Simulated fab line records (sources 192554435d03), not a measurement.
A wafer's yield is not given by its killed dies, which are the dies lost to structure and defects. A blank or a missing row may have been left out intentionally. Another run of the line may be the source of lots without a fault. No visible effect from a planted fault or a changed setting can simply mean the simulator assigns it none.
Chamber matching | flow n5 finfet | rie diel-06 running N5_BEOL_M12_VIA_ETCH_16: 4 sister chambers
The step etches SiOC in C4F8/O2/Ar, target depth 724.8 nm. 4 wafers are shown with their chamber, then 9 later ones without.

## WAFERS WITH THEIR CHAMBER
wafer  | chamber | showerhead plenum p Torr (Torr)
L082.5 | 2       | 3.24
L083.6 | 1       | 3.61
L092.3 | 0       | 3.34
L092.5 | 3       | 3.58

## WAFERS WITHOUT THEIR CHAMBER
wafer  | showerhead plenum p Torr (Torr)
L093.1 | 3.58
L093.4 | 3.34
L093.6 | 3.59
L095.2 | 3.63
L095.3 | 3.33
L095.4 | 3.59
L097.2 | 3.63
L097.3 | 3.33
L097.4 | 3.59

## WHICH CHAMBER EACH WENT THROUGH
wafer  | from the rows above     | in truth
L093.1 | 3                       | 3
L093.4 | 0                       | 0
L093.6 | can't be placed: 3 or 1 | 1
L095.2 | 1                       | 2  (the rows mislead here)
L095.3 | 0                       | 0
L095.4 | can't be placed: 3 or 1 | 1
L097.2 | 1                       | 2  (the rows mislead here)
L097.3 | 0                       | 0
L097.4 | can't be placed: 3 or 1 | 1
Correct placement for 4 of the 9. Unplaceable from these rows: 3, with the true chamber sitting among the candidates in 3. Number placed wrongly: 2.
How it was worked out, from the rows above alone: a wafer's distance from a chamber is the root of the sum, over the readings, of the square of ((its reading less the chamber's mean) divided by the reading's scatter). If the next closest chamber is less than 2 further off than the closest, the wafer can't be placed; otherwise it belongs to the closest. The mean given for a chamber averages the wafers shown for that chamber. The scatter (one wafer shown for each chamber): square how far every hidden wafer sits from the nearest shown wafer, average those squares and take the square root.
